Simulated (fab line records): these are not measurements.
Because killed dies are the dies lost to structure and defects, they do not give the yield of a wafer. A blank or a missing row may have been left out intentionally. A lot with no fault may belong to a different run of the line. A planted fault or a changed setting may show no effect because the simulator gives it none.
Struck lot and sound lot, side by side    flow n5 finfet    14 steps out of a route of 1938
Sound: these wafers, L880.2, L880.3, L880.5. Struck: wafer L895.3; the same lot's L895.5 was not struck, so it is left out; see the end for the cause.
Order at every step that has rows: each side's tool, ch and its chambers, its first start. Under that, the readings that differ: sound wafers    struck wafers    difference of the means    sigmas: that difference in standard deviations of wafers without a fault.
alike: same words and numbers on both sides, and readings whose means sit less than 2 such deviations apart. not compared: any withheld reading, any reading some wafer has no value for, any bound like >300 that may hide the same value, and any number with overlapping values for which the record gives no deviation.
A row with sigmas, a row that says differs or no value, or rows on one side alone: a step with any of these is where the two part. Numbers that don't overlap but have no deviation are shown without sigmas and don't part them. Lack of a reading on every wafer of one side parts them only where that side has two or more wafers.

N5_BEOL_M5_OVL_MEAS_29:
  sound on overlay-02 ch 0, day 11 15:13; struck on overlay-01 ch 0, day 15 11:55
  alike: V4_OVL
N5_BEOL_M5_INSPECT_30: inspects for defects (brightfield).
  struck on defect inspect-01, day 15 11:58; sound on defect inspect-01, day 11 15:16
  alike: raw defect count
then, 1 step without rows for these wafers: N5_BEOL_M5_DESCUM_33 (chemistry O2, time 7 s).
N5_BEOL_M5_ETCH_75: etches underlayer in N2/H2, target depth 6.5 nm, time 5.2 s.
  sound on rie diel-02 ch 2,3, day 11 15:20; struck on rie diel-02 ch 1, day 15 12:13
reading                          sound           struck  difference  sigmas
drypump motor current A (A)      5.3 5.3 5.3     6.6     +1.3        +3
showerhead plenum p Torr (Torr)  2.44 2.58 2.44  2.69    +0.20       +2
  alike: bias w, etch rf on time s, oes product au, rf vpp V, throttle valve pct
  not compared: rf hours counter h
N5_BEOL_M5_ETCH_67: etches SiARC in CF4, target depth 15.6 nm, time 26 s.
  sound on rie diel-02 ch 2,3, day 11 15:22; struck on rie diel-02 ch 1, day 15 12:14
reading                      sound        struck  difference  sigmas
drypump motor current A (A)  5.3 5.2 5.3  6.5     +1.2        +3
  alike: bias w, etch rf on time s, oes product au, rf vpp V, showerhead plenum p Torr, throttle valve pct
  not compared: rf hours counter h
N5_BEOL_M5_ETCH_68: etches SOC in N2/H2, target depth 80 nm, overetch 16 nm, time 120 s.
  sound on rie diel-02 ch 2,3, day 11 15:23; struck on rie diel-02 ch 1, day 15 12:16
reading                          sound           struck  difference  sigmas
drypump motor current A (A)      5.3 5.2 5.3     6.6     +1.3        +3
showerhead plenum p Torr (Torr)  2.44 2.58 2.44  2.69    +0.20       +2
  alike: bias w, oes product au, rf vpp V, throttle valve pct
  not compared: rf hours counter h
then, 4 steps without rows for these wafers: N5_BEOL_M5_STRIP_69 (strips in N2/H2); N5_BEOL_M5_STRIP_76 (strips in N2/H2); N5_BEOL_M5_VIA_ETCH_34 (etches SiCOH lowk in C4F6/O2, target depth 88.3 nm, time 39.2 s); N5_BEOL_M5_STRIP_85 (strips in C4F6/O2).
N5_BEOL_M5_STRIP_36: strips in N2/H2.
  sound on rie diel-02 ch 2,3, day 11 15:32; struck on rie diel-02 ch 1, day 15 12:24
reading                          sound           struck  difference  sigmas
drypump motor current A (A)      5.3 5.2 5.3     6.5     +1.2        +3
showerhead plenum p Torr (Torr)  2.43 2.57 2.43  2.68    +0.20       +2
  alike: oes product au, rf vpp V, throttle valve pct
  not compared: rf hours counter h
N5_BEOL_M5_TRENCH_ETCH_37: etches SiCOH lowk in C4F6/O2, target depth 71.652 nm, time 24.7 s.
  sound on rie diel-02 ch 2,3; struck on rie diel-02 ch 1
reading                      sound        struck  difference  sigmas
drypump motor current A (A)  5.3 5.2 5.3  6.6     +1.3        +3
  alike: bias w, oes product au, rf vpp V, showerhead plenum p Torr, throttle valve pct
  not compared: rf hours counter h
N5_BEOL_M5_ETCH_41: etches SiCN in CH3F/O2, target depth 31.5 nm, time 56.7 s.
  sound on rie diel-02 ch 2,3, day 11 15:36; struck on rie diel-02 ch 1, day 15 12:28
reading                      sound              struck  difference  sigmas
drypump motor current A (A)  5.3 5.2 5.3        6.5     +1.2        +3
oes product au (a.u.)        0.79 0.86 0.79     1.13    +0.32       +4
model.etch.depth nm (nm)     22.03 21.92 22.06  34.7    +12.7       
  alike: bias w, rf vpp V, showerhead plenum p Torr, throttle valve pct
  not compared: rf hours counter h
then, 1 step without rows for these wafers: N5_BEOL_M5_STRIP_91 (strips in N2/H2, time 10 s).

WHERE THEY PART
Last at N5_BEOL_M5_ETCH_41 as far as this record goes, first at N5_BEOL_M5_ETCH_75.

WHY: what had been put in by the simulator
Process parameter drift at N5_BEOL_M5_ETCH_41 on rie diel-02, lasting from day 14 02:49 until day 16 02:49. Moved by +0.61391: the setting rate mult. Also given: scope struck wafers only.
